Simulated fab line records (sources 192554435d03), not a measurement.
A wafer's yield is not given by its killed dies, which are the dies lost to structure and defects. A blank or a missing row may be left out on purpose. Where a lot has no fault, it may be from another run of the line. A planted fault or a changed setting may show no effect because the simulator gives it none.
fab line records	flow n5Finfet
record: lots: 24	wafers: 72	lastDay: 18
route steps=1938 shown BEOL_M12@1647 BEOL_M13@1689 BEOL_M14@1730
lots that met no fault: taken from a fault-free run of the same line
startH: start of the lot's first displayed wafer, in hours after the record's first day	waitH: time in hours since the lot's previous step	" the same as in the row above	L1.1+2: several wafers, shown together as one row	- no value, or no start was given	* or withheld: withheld	< > ~ a bound
route shown NAME@n: a module of which the file shows steps, and the number in the route of the first	usual: average and standard deviation across the fault-free wafers	same: alike in all rows	chamber/n: place in a boat	sites: the reading at each site	_std_site: how widely they spread, as a standard deviation	_edge_site: inner sites' mean taken away from outer sites' mean	radiusMm: for every site, how far away it sits from the centre of the wafer	mask NAME#n: copy n	behind: tool/chamber where the wafer was last shaped	hold: the reason the lot was held/the length of the hold in hours/how it ended	device: which transistor (n, p or np) failed to switch	end of line: tests of these same wafers at the route's end	a step without rows: its recipe alone	killed: not the wafer's yield, but the dies lost to structure and defects at the first sort	map: per-die view of a wafer (x killed, . not killed, _ where there is no die)
set.NAME: setting as actually run; set.NAME@STEP: the setting as run at that earlier step	model.NAME: the simulator's own value behind a step, which no gauge read
the route's steps for a sample of lots (tables are steps, rows are wafers)
services: when a tool's chamber went out of use (startH, in hours from the record's first day, below 0 if earlier), for how many hours, and the reason
== steps ==
step: N5_BEOL_M12_PRE_CLEAN_42
recipe: gas: H2/He	timeS: 30	tempC: 250
usual: heaterPowerW: 327/26
lot.wafer	tool	chamber	startH	waitH	heaterPowerW
L075.1	pvdSputter-03	-	260.02	0.0	301
L075.2	"	-	"	"	373
L075.6	"	-	"	"	333
L074.3	pvdSputter-03	-	263.37	0.0	374
L074.5	"	-	"	"	318
L074.6	"	-	"	"	295
L076.4	pvdSputter-01	-	277.80	0.0	315
L076.5	"	-	"	"	346
L076.6	"	-	"	"	315
L077.2	pvdSputter-03	-	278.64	0.0	312
L077.5	"	-	"	"	369
L077.6	"	-	"	"	301
L078.3	pvdSputter-01	-	282.37	0.0	324
L078.4	"	-	"	"	319
L078.6	"	-	"	"	324
L079.2	pvdSputter-03	-	283.75	0.0	332
L079.3	"	-	"	"	346
L079.4	"	-	"	"	376
L080.2	pvdSputter-01	-	290.36	0.0	346
L080.5	"	-	"	"	297
L080.6	"	-	"	"	318
L083.3	pvdSputter-02	-	290.37	0.0	306
L083.5	"	-	"	"	312
L083.6	"	-	"	"	356
L081.1	pvdSputter-03	-	311.93	0.0	326
L081.4	"	-	"	"	373
L081.5	"	-	"	"	316
L084.2	pvdSputter-03	-	322.67	0.0	330
L084.3	"	-	"	"	377
L084.5	"	-	"	"	300
L082.1	pvdSputter-03	-	325.01	0.0	291
L082.3	"	-	"	"	371
L082.4	"	-	"	"	333
L088.1	pvdSputter-02	-	325.22	0.0	301
L088.5	"	-	"	"	315
L088.6	"	-	"	"	283
L085.2	pvdSputter-01	-	332.20	0.0	299
L085.3	"	-	"	"	315
L085.4	"	-	"	"	313
L086.1	pvdSputter-01	-	340.80	0.0	327
L086.5	"	-	"	"	342
L086.6	"	-	"	"	331
L087.1	pvdSputter-01	-	341.24	0.0	330
L087.3	"	-	"	"	339
L087.6	"	-	"	"	342
L089.2	pvdSputter-02	-	350.58	0.0	317
L089.5	"	-	"	"	309
L089.6	"	-	"	"	371
L092.1	pvdSputter-03	-	355.36	0.0	341
L092.4	"	-	"	"	324
L092.6	"	-	"	"	312
L090.1	pvdSputter-03	-	358.83	0.0	382
L090.3	"	-	"	"	328
L090.4	"	-	"	"	294
L091.1	pvdSputter-02	-	362.81	0.0	312
L091.2	"	-	"	"	287
L091.3	"	-	"	"	378
L093.1	pvdSputter-01	-	368.26	0.0	320
L093.2	"	-	"	"	333
L093.4	"	-	"	"	341
L094.1	pvdSputter-01	-	371.74	0.0	322
L094.5	"	-	"	"	347
L094.6	"	-	"	"	314
L095.3	pvdSputter-03	-	377.63	0.0	376
L095.5	"	-	"	"	340
L095.6	"	-	"	"	318
L096.1	pvdSputter-02	-	399.83	0.0	290
L096.2	"	-	"	"	369
L096.4	"	-	"	"	308
L097.2	pvdSputter-03	-	404.99	0.0	302
L097.3	"	-	"	"	339
L097.5	"	-	"	"	379
step: N5_BEOL_M12_SPUTTER_44
recipe: material: Ta	targetThkA: 100	tempC: 50	biasV: 80	powerW: 15000	chamberPressurePa: 0.07	timeS: 16.13
usual: throttleValvePct: 29.9/0.98
lot.wafer	tool	chamber	startH	waitH	throttleValvePct
L075.1	pvdSputter-03	-	260.14	0.0	31.6
L075.2	"	-	"	"	29.6
L075.6	"	-	"	"	28.2
L074.3	pvdSputter-03	-	263.49	0.0	29.7
L074.5	"	-	"	"	29.1
L074.6	"	-	"	"	31.5
L076.4	pvdSputter-01	-	277.92	0.0	30.1
L076.5	"	-	"	"	31.0
L076.6	"	-	"	"	30.1
L077.2	pvdSputter-03	-	278.76	0.0	28.9
L077.5	"	-	"	"	29.5
L077.6	"	-	"	"	31.1
L078.3	pvdSputter-01	-	282.49	0.0	30.5
L078.4	"	-	"	"	29.9
L078.6	"	-	"	"	30.7
L079.2	pvdSputter-03	-	283.87	0.0	29.0
L079.3	"	-	"	"	27.8
L079.4	"	-	"	"	29.7
L080.2	pvdSputter-01	-	290.48	0.0	31.0
L080.5	"	-	"	"	28.9
L080.6	"	-	"	"	30.5
L083.3	pvdSputter-02	-	290.49	0.0	30.7
L083.5	"	-	"	"	29.4
L083.6	"	-	"	"	30.0
L081.1	pvdSputter-03	-	312.05	0.0	28.8
L081.4	"	-	"	"	29.6
L081.5	"	-	"	"	29.0
L084.2	pvdSputter-03	-	322.79	0.0	29.2
L084.3	"	-	"	"	29.8
L084.5	"	-	"	"	31.4
L082.1	pvdSputter-03	-	325.13	0.0	31.2
L082.3	"	-	"	"	29.6
L082.4	"	-	"	"	28.0
L088.1	pvdSputter-02	-	325.34	0.0	30.4
L088.5	"	-	"	"	30.0
L088.6	"	-	"	"	29.7
L085.2	pvdSputter-01	-	332.32	0.0	29.0
L085.3	"	-	"	"	30.5
L085.4	"	-	"	"	30.2
L086.1	pvdSputter-01	-	340.92	0.0	30.6
L086.5	"	-	"	"	31.0
L086.6	"	-	"	"	30.6
L087.1	pvdSputter-01	-	341.36	0.0	30.8
L087.3	"	-	"	"	30.8
L087.6	"	-	"	"	31.0
L089.2	pvdSputter-02	-	350.70	0.0	30.0
L089.5	"	-	"	"	30.4
L089.6	"	-	"	"	29.8
L092.1	pvdSputter-03	-	355.48	0.0	27.9
L092.4	"	-	"	"	28.8
L092.6	"	-	"	"	29.2
L090.1	pvdSputter-03	-	358.95	0.0	29.7
L090.3	"	-	"	"	29.1
L090.4	"	-	"	"	31.7
L091.1	pvdSputter-02	-	362.93	0.0	30.4
L091.2	"	-	"	"	29.4
L091.3	"	-	"	"	30.3
L093.1	pvdSputter-01	-	368.38	0.0	30.1
L093.2	"	-	"	"	30.5
L093.4	"	-	"	"	31.1
L094.1	pvdSputter-01	-	371.86	0.0	30.3
L094.5	"	-	"	"	30.8
L094.6	"	-	"	"	30.2
L095.3	pvdSputter-03	-	377.75	0.0	29.5
L095.5	"	-	"	"	28.3
L095.6	"	-	"	"	29.1
L096.1	pvdSputter-02	-	399.95	0.0	29.7
L096.2	"	-	"	"	29.9
L096.4	"	-	"	"	29.7
L097.2	pvdSputter-03	-	405.11	0.0	31.0
L097.3	"	-	"	"	27.9
L097.5	"	-	"	"	30.0
step: N5_BEOL_M13_CD_MEAS_28
recipe: targetCdNm: 209.5	landingEnergyEv: 500	detector: seInlens
usual: cdNm: 209.3/1.3
same: landingEnergyEv: 500
lot.wafer	tool	chamber	startH	waitH	cdNm
L075.1	cdSem-02	0	262.69	-	208.9
L075.2	"	0	"	"	209.7
L075.6	"	0	"	"	208.0
L074.3	cdSem-01	0	266.19	-	207.9
L074.5	"	0	"	"	207.8
L074.6	"	0	"	"	207.5
L076.4	cdSem-03	0	281.55	-	209.6
L076.5	"	0	"	"	209.9
L076.6	"	0	"	"	209.8
L077.2	cdSem-03	0	282.02	-	206.9
L077.5	"	0	"	"	208.4
L077.6	"	0	"	"	206.8
L078.3	cdSem-02	0	285.57	-	210.6
L078.4	"	0	"	"	208.5
L078.6	"	0	"	"	209.5
L079.2	cdSem-01	0	286.41	-	211.7
L079.3	"	0	"	"	210.7
L079.4	"	0	"	"	210.0
L080.2	cdSem-03	0	295.09	-	209.5
L080.5	"	0	"	"	209.9
L080.6	"	0	"	"	209.0
L083.3	cdSem-02	0	295.22	-	210.2
L083.5	"	0	"	"	208.9
L083.6	"	0	"	"	209.5
L081.1	cdSem-02	0	314.71	-	207.8
L081.4	"	0	"	"	210.6
L081.5	"	0	"	"	206.9
L084.2	cdSem-03	0	325.96	-	208.8
L084.3	"	0	"	"	210.0
L084.5	"	0	"	"	209.9
L082.1	cdSem-01	0	327.69	-	209.8
L082.3	"	0	"	"	206.5
L082.4	"	0	"	"	207.9
L088.1	cdSem-01	0	328.48	-	209.2
L088.5	"	0	"	"	210.5
L088.6	"	0	"	"	210.3
L085.2	cdSem-02	0	335.48	-	209.5
L085.3	"	0	"	"	209.7
L085.4	"	0	"	"	209.7
L086.1	cdSem-01	0	343.68	-	208.3
L086.5	"	0	"	"	209.4
L086.6	"	0	"	"	208.8
L087.1	cdSem-03	0	344.10	-	208.8
L087.3	"	0	"	"	208.6
L087.6	"	0	"	"	210.2
L089.2	cdSem-01	0	353.48	-	209.8
L089.5	"	0	"	"	211.1
L089.6	"	0	"	"	211.9
L092.1	cdSem-02	0	358.13	-	209.1
L092.4	"	0	"	"	210.7
L092.6	"	0	"	"	207.7
L090.1	cdSem-02	0	361.60	-	209.0
L090.3	"	0	"	"	207.2
L090.4	"	0	"	"	209.1
L091.1	cdSem-03	0	365.46	-	210.1
L091.2	"	0	"	"	209.3
L091.3	"	0	"	"	210.4
L093.1	cdSem-01	0	371.19	-	208.8
L093.2	"	0	"	"	209.6
L093.4	"	0	"	"	209.6
L094.1	cdSem-02	0	374.46	-	209.8
L094.5	"	0	"	"	210.1
L094.6	"	0	"	"	209.1
L095.3	cdSem-01	0	380.54	-	207.6
L095.5	"	0	"	"	210.4
L095.6	"	0	"	"	209.3
L096.1	cdSem-03	0	402.47	-	208.1
L096.2	"	0	"	"	207.9
L096.4	"	0	"	"	205.9
L097.2	cdSem-01	0	407.89	-	210.6
L097.3	"	0	"	"	211.4
L097.5	"	0	"	"	208.8
step: N5_BEOL_M13_INSPECT_30
recipe: mode: adi	inspectInstrument: macro
usual: rawDefectCount: 2.1/1.5
lot.wafer	tool	chamber	startH	waitH	rawDefectCount
L075.1	defectInspect-01	-	262.75	0.0	0
L075.2	"	-	"	"	0
L075.6	"	-	"	"	7
L074.3	defectInspect-01	-	266.24	0.0	1
L074.5	"	-	"	"	5
L074.6	"	-	"	"	3
L076.4	defectInspect-01	-	281.61	0.0	1
L076.5	"	-	"	"	2
L076.6	"	-	"	"	4
L077.2	defectInspect-01	-	282.07	0.0	1
L077.5	"	-	"	"	3
L077.6	"	-	"	"	0
L078.3	defectInspect-01	-	285.62	0.0	3
L078.4	"	-	"	"	2
L078.6	"	-	"	"	0
L079.2	defectInspect-01	-	286.46	0.0	0
L079.3	"	-	"	"	3
L079.4	"	-	"	"	5
L080.2	defectInspect-02	-	295.15	0.0	1
L080.5	"	-	"	"	2
L080.6	"	-	"	"	1
L083.3	defectInspect-01	-	295.27	0.0	2
L083.5	"	-	"	"	0
L083.6	"	-	"	"	1
L081.1	defectInspect-01	-	314.76	0.0	3
L081.4	"	-	"	"	4
L081.5	"	-	"	"	4
L084.2	defectInspect-02	-	326.02	0.0	0
L084.3	"	-	"	"	3
L084.5	"	-	"	"	1
L082.1	defectInspect-01	-	327.75	0.0	1
L082.3	"	-	"	"	2
L082.4	"	-	"	"	1
L088.1	defectInspect-02	-	328.54	0.0	2
L088.5	"	-	"	"	2
L088.6	"	-	"	"	3
L085.2	defectInspect-02	-	335.53	0.0	1
L085.3	"	-	"	"	3
L085.4	"	-	"	"	3
L086.1	defectInspect-01	-	343.75	0.0	2
L086.5	"	-	"	"	1
L086.6	"	-	"	"	3
L087.1	defectInspect-02	-	344.15	0.0	1
L087.3	"	-	"	"	0
L087.6	"	-	"	"	1
L089.2	defectInspect-01	-	353.53	0.0	3
L089.5	"	-	"	"	2
L089.6	"	-	"	"	0
L092.1	defectInspect-01	-	358.18	0.0	1
L092.4	"	-	"	"	2
L092.6	"	-	"	"	2
L090.1	defectInspect-01	-	361.65	0.0	1
L090.3	"	-	"	"	3
L090.4	"	-	"	"	2
L091.1	defectInspect-01	-	365.51	0.0	3
L091.2	"	-	"	"	2
L091.3	"	-	"	"	2
L093.1	defectInspect-01	-	371.25	0.0	2
L093.2	"	-	"	"	1
L093.4	"	-	"	"	1
L094.1	defectInspect-02	-	374.51	0.0	3
L094.5	"	-	"	"	4
L094.6	"	-	"	"	1
L095.3	defectInspect-02	-	380.60	0.0	0
L095.5	"	-	"	"	5
L095.6	"	-	"	"	1
L096.1	defectInspect-01	-	402.52	0.0	1
L096.2	"	-	"	"	4
L096.4	"	-	"	"	3
L097.2	defectInspect-02	-	407.94	0.0	1
L097.3	"	-	"	"	3
L097.5	"	-	"	"	1
step: N5_BEOL_M13_OCD_MEAS_35
usual: trenchDepthNm: 417/6.4
lot.wafer	tool	chamber	startH	waitH	trenchDepthNm
L075.1	ocd-02	-	263.36	0.0	414
L075.2	"	-	"	"	425
L075.6	"	-	"	"	417
L074.3	ocd-01	-	266.85	0.0	422
L074.5	"	-	"	"	412
L074.6	"	-	"	"	423
L076.4	ocd-01	-	282.22	0.0	427
L076.5	"	-	"	"	421
L076.6	"	-	"	"	411
L077.2	ocd-01	-	282.76	0.0	412
L077.5	"	-	"	"	423
L077.6	"	-	"	"	426
L078.3	ocd-01	-	286.23	0.0	406
L078.4	"	-	"	"	421
L078.6	"	-	"	"	408
L079.2	ocd-02	-	287.07	0.0	417
L079.3	"	-	"	"	417
L079.4	"	-	"	"	421
L080.2	ocd-01	-	295.76	0.0	417
L080.5	"	-	"	"	417
L080.6	"	-	"	"	401
L083.3	ocd-02	-	295.88	0.0	424
L083.5	"	-	"	"	424
L083.6	"	-	"	"	412
L081.1	ocd-01	-	315.37	0.0	426
L081.4	"	-	"	"	413
L081.5	"	-	"	"	421
L084.2	ocd-01	-	326.63	0.0	419
L084.3	"	-	"	"	414
L084.5	"	-	"	"	416
L082.1	ocd-01	-	328.36	0.0	421
L082.3	"	-	"	"	415
L082.4	"	-	"	"	411
L088.1	ocd-02	-	329.16	0.0	423
L088.5	"	-	"	"	415
L088.6	"	-	"	"	422
L085.2	ocd-02	-	336.14	0.0	413
L085.3	"	-	"	"	399
L085.4	"	-	"	"	418
L086.1	ocd-02	-	344.37	0.0	425
L086.5	"	-	"	"	417
L086.6	"	-	"	"	405
L087.1	ocd-02	-	344.91	0.0	417
L087.3	"	-	"	"	411
L087.6	"	-	"	"	410
L089.2	ocd-02	-	354.55	0.0	422
L089.5	"	-	"	"	402
L089.6	"	-	"	"	423
L092.1	ocd-01	-	358.80	0.0	424
L092.4	"	-	"	"	422
L092.6	"	-	"	"	406
L090.1	ocd-01	-	362.50	0.0	423
L090.3	"	-	"	"	416
L090.4	"	-	"	"	406
L091.1	ocd-02	-	366.12	0.0	409
L091.2	"	-	"	"	428
L091.3	"	-	"	"	419
L093.1	ocd-02	-	371.86	0.0	423
L093.2	"	-	"	"	419
L093.4	"	-	"	"	424
L094.1	ocd-01	-	375.12	0.0	426
L094.5	"	-	"	"	425
L094.6	"	-	"	"	420
L095.3	ocd-01	-	381.21	0.0	405
L095.5	"	-	"	"	420
L095.6	"	-	"	"	420
L096.1	ocd-01	-	403.13	0.0	422
L096.2	"	-	"	"	416
L096.4	"	-	"	"	422
L097.2	ocd-01	-	408.56	0.0	413
L097.3	"	-	"	"	410
L097.5	"	-	"	"	410
step: N5_BEOL_M14_ETCH_59
recipe: chemistry: N2/H2	target: BARC	targetDepthA: 890	overetchA: 267	timeS: 67.9	ionEnergyEv: 200	pressureMtorr: 30	sourceW: 840	biasW: 150	n2FlowSccm: 200	h2FlowSccm: 200
usual: drypumpMotorCurrentA: 5.7/0.38	oesProductAu: 0.70/0.079	rfVppV: 524.4/2.9	showerheadPlenumPTorr: 2.56/0.098	throttleValvePct: 17.88/0.22
lot.wafer	tool	chamber	startH	waitH	drypumpMotorCurrentA	oesProductAu	rfHoursCounterH	rfVppV	showerheadPlenumPTorr	throttleValvePct
L075.1	rieDiel-03	0	271.55	0.0	5.4	0.60	213	519.4	2.41	17.96
L075.2	"	3	"	"	6.6	0.68	107	527.5	2.65	17.57
L075.6	"	1	"	"	5.7	0.80	-	526.7	2.62	18.04
L074.3	rieDiel-03	2	277.25	0.0	5.7	0.74	46	528.0	2.69	17.92
L074.5	"	0	"	"	5.4	0.60	-	520.6	2.41	17.96
L074.6	"	3	"	"	6.6	0.68	-	528.0	2.65	17.58
L076.4	rieDiel-03	3	286.81	0.0	6.6	0.68	113	527.7	2.65	17.59
L076.5	"	2	"	"	5.7	0.73	-	527.9	2.69	17.93
L076.6	"	3	"	"	6.6	0.67	-	526.1	2.65	17.58
L077.2	rieDiel-01	0	287.08	0.0	5.5	0.61	216	526.4	2.62	18.06
L077.5	"	3	"	"	5.5	0.60	-	522.2	2.49	17.90
L077.6	"	0	"	"	5.5	0.61	-	524.7	2.62	18.08
L078.3	rieDiel-01	3	292.28	0.0	5.5	0.60	237	524.2	2.49	17.91
L078.4	"	0	"	"	5.5	0.61	-	526.2	2.62	18.09
L078.6	"	2	"	"	5.8	0.58	-	520.8	2.51	18.06
L079.2	rieDiel-01	3	292.62	0.0	5.5	0.60	237	522.4	2.49	17.90
L079.3	"	2	"	"	5.8	0.58	247	523.7	2.51	18.07
L079.4	"	3	"	"	5.5	0.59	-	522.6	2.49	17.89
L080.2	rieDiel-01	0	300.11	0.0	5.5	0.61	222	526.8	2.62	18.10
L080.5	"	3	"	"	5.5	0.60	-	523.6	2.49	17.91
L080.6	"	1	"	"	5.4	0.85	-	528.6	2.72	18.04
L083.3	rieDiel-03	2	300.62	0.0	5.7	0.73	55	526.8	2.69	17.94
L083.5	"	0	"	"	5.4	0.60	-	519.6	2.40	17.98
L083.6	"	1	"	"	5.7	0.79	-	525.4	2.62	18.06
L081.1	rieDiel-06	2	319.22	0.0	5.3	0.75	42	524.7	2.58	17.74
L081.4	"	0	"	"	6.5	0.63	177	520.7	2.43	17.91
L081.5	"	3	"	"	5.5	0.71	-	521.0	2.47	18.15
L084.2	rieDiel-06	1	330.49	0.0	5.5	0.72	65	522.0	2.48	17.61
L084.3	"	0	"	"	6.5	0.63	181	521.2	2.43	17.92
L084.5	"	2	"	"	5.3	0.74	-	525.7	2.58	17.74
L082.1	rieDiel-06	1	332.69	0.0	5.5	0.72	66	522.3	2.48	17.60
L082.3	"	0	"	"	6.5	0.63	182	519.6	2.43	17.93
L082.4	"	2	"	"	5.4	0.74	47	523.8	2.58	17.74
L088.1	rieDiel-06	3	333.72	0.0	5.5	0.69	78	521.1	2.47	18.15
L088.5	"	1	"	"	5.5	0.72	-	522.1	2.48	17.59
L088.6	"	0	"	"	6.5	0.63	-	519.4	2.43	17.94
L085.2	rieDiel-03	2	339.73	0.0	5.7	0.71	70	526.2	2.68	17.97
L085.3	"	3	"	"	6.6	0.67	133	528.5	2.64	17.63
L085.4	"	2	"	"	5.7	0.71	-	528.2	2.68	17.97
L086.1	rieDiel-03	3	347.71	0.0	6.6	0.66	136	527.5	2.64	17.63
L086.5	"	1	"	"	5.7	0.76	-	523.9	2.61	18.08
L086.6	"	0	"	"	5.4	0.59	-	519.3	2.40	18.00
L087.1	rieDiel-01	2	349.18	0.0	5.8	0.80	10	522.2	2.50	17.60
L087.3	"	1	"	"	5.3	0.78	-	527.4	2.71	18.08
L087.6	"	1	"	"	5.3	0.78	-	528.2	2.71	18.09
L089.2	rieDiel-01	1	358.04	0.0	5.4	0.78	30	529.3	2.70	18.10
L089.5	"	2	"	"	5.8	0.79	-	522.2	2.50	17.62
L089.6	"	1	"	"	5.4	0.76	-	528.2	2.70	18.11
L092.1	rieDiel-01	2	361.44	0.0	5.8	0.78	16	521.1	2.50	17.65
L092.4	"	3	"	"	5.5	0.82	-	523.2	2.48	17.49
L092.6	"	2	"	"	5.8	0.78	-	522.6	2.50	17.63
L090.1	rieDiel-01	1	365.86	0.0	5.4	0.77	31	528.7	2.70	18.12
L090.3	"	2	"	"	5.8	0.77	19	521.0	2.50	17.63
L090.4	"	0	"	"	5.5	0.59	249	525.4	2.61	18.14
L091.1	rieDiel-03	2	369.20	0.0	5.7	0.70	81	527.1	2.68	17.97
L091.2	"	1	"	"	5.7	0.75	50	524.7	2.61	18.10
L091.3	"	3	"	"	6.6	0.67	144	526.1	2.64	17.65
L093.1	rieDiel-01	1	376.30	0.0	5.3	0.76	36	527.6	2.70	18.10
L093.2	"	2	"	"	5.8	0.76	23	522.6	2.50	17.65
L093.4	"	1	"	"	5.4	0.78	-	526.5	2.70	18.11
L094.1	rieDiel-01	1	379.98	0.0	5.4	0.76	37	527.8	2.70	18.12
L094.5	"	2	"	"	5.8	0.77	-	521.9	2.50	17.65
L094.6	"	3	"	"	5.5	0.79	-	523.1	2.48	17.49
L095.3	rieDiel-01	2	384.97	0.0	5.8	0.76	27	523.2	2.50	17.66
L095.5	"	1	"	"	5.4	0.76	-	527.6	2.70	18.12
L095.6	"	2	"	"	5.8	0.76	-	522.3	2.50	17.65
L096.1	rieDiel-03	0	406.83	0.0	5.3	0.81	6	528.7	2.71	17.62
L096.2	"	2	"	"	5.7	0.68	94	529.0	2.67	17.98
L096.4	"	1	"	"	5.7	0.74	62	524.1	2.60	18.13
L097.2	rieDiel-01	2	413.56	0.0	5.8	0.75	36	522.0	2.49	17.66
L097.3	"	3	"	"	5.5	0.77	22	523.7	2.48	17.52
L097.5	"	1	"	"	5.4	0.75	-	527.0	2.70	18.13
== services ==
tool	chamber	startH	hours	kind
rieDiel-06	2	254.76	7.2	repair
rieDiel-01	1	275.60	-	clean
rieDiel-01	1	275.60	-	consumableReplace:focusRing
rieDiel-01	1	275.60	-	consumableReplace:showerhead
rieDiel-01	1	275.60	19.0	scheduledDown
rieDiel-01	1	275.60	19.0	ventCycle
rieDiel-01	2	299.41	-	clean
rieDiel-01	2	299.41	-	consumableReplace:focusRing
rieDiel-01	2	299.41	30.5	scheduledDown
rieDiel-01	2	299.41	30.5	ventCycle
pvdSputter-01	-	312.40	8.6	repair
rieDiel-01	3	329.94	-	clean
rieDiel-01	3	329.94	-	consumableReplace:focusRing
rieDiel-01	3	329.94	26.7	scheduledDown
rieDiel-01	3	329.94	26.7	ventCycle
rieDiel-03	1	331.23	10.9	repair
rieDiel-01	0	343.61	9.4	repair
rieDiel-01	1	360.24	5.1	repair
rieDiel-06	-	364.60	2.4	repair
rieDiel-03	0	368.14	-	clean
rieDiel-01	0	368.97	-	clean
rieDiel-01	0	368.97	-	consumableReplace:focusRing
rieDiel-01	0	368.97	21.8	scheduledDown
rieDiel-01	0	368.97	21.8	ventCycle
== key ==
fault none
